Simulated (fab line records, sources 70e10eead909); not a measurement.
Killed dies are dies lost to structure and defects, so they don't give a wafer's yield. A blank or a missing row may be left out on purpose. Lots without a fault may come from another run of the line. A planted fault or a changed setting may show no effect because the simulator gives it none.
Which tool did it? | flow nand_harc | 11 lots, 33 wafers sampled, at 2 steps of a route of 1302

WHAT THE GAUGES READ, wafer by wafer
NHARC_P_GATE_INSPECT_28.
lot  | measured     | on                | raw_defect_count
L567 | day 5 19:02  | defect_inspect-01 | 18 10 8
L569 | day 6 22:05  | defect_inspect-02 | 3 3 4
L570 | day 7 02:00  | defect_inspect-01 | 4 10 12
L574 | day 8 23:29  | defect_inspect-02 | 7 2 1
L577 | day 9 18:04  | defect_inspect-01 | 5 9 6
L578 | day 10 08:29 | defect_inspect-01 | 3 7 4
L579 | day 11 09:07 | defect_inspect-01 | 5 7 9
L581 | day 12 01:10 | defect_inspect-02 | 3 6 6
L582 | day 12 12:17 | defect_inspect-02 | 1478 1399 1421
L583 | day 12 12:55 | defect_inspect-02 | 1442 1417 1426
L587 | day 14 08:16 | defect_inspect-01 | 4 4 4

WHICH TOOL RAN EACH LOT (tool, then ch and the chambers of the sampled wafers, then the start)
lot  | NHARC_P_GATE_PRECLEAN_71
L567 | wet_bench-06 ch 4,5,6, day 5 05:12
L569 | wet_bench-09 ch 2,3,4, day 6 04:54
L570 | wet_bench-09 ch 0,1,7, day 6 12:32
L574 | wet_bench-06 ch 3,6,7, day 8 09:31
L577 | wet_bench-09 ch 5,6,7, day 9 03:53
L578 | wet_bench-06 ch 1,2,7, day 9 17:20
L579 | wet_bench-09 ch 0,2,5, day 10 14:07
L581 | wet_bench-09 ch 2,3,4, day 11 08:56
L582 | wet_bench-06 ch 0,1,6, day 11 17:17
L583 | wet_bench-06 ch 3,4,5, day 11 22:11
L587 | wet_bench-09 ch 1,5,7, day 13 15:01
- NHARC_P_GATE_PRECLEAN_71: cleans in SC1.

THE ANSWER, worked out from the rows above alone
Rule: what is usual is taken from the lots themselves. Put in order of their means at a reading, lots are off if they are a third of the lots or fewer, leave a main group of 4 or more, and stand apart from it by a gap of 3 or more times the standard deviation of the main group's means; of several such gaps the widest counts. A main group whose means are all the same, to the digits that the tables above print for the reading, isn't used. A lot without any number at a reading at which 4 lots or more have one is off too. The other lots that the step has rows for count as sound.
Off: L582, L583, at NHARC_P_GATE_INSPECT_28 (raw_defect_count). The main group: mean 6, standard deviation 2.7.
A tool fits if, at a process step before that reading, it ran every lot that is off, and no sound lot after the first of them. The gauges at NHARC_P_GATE_INSPECT_28 are tried like those tools. Can't be told from this: 2 tools fit, wet_bench-06 at NHARC_P_GATE_PRECLEAN_71, defect_inspect-02 at NHARC_P_GATE_INSPECT_28.

WHAT THE SIMULATOR HAD PUT IN
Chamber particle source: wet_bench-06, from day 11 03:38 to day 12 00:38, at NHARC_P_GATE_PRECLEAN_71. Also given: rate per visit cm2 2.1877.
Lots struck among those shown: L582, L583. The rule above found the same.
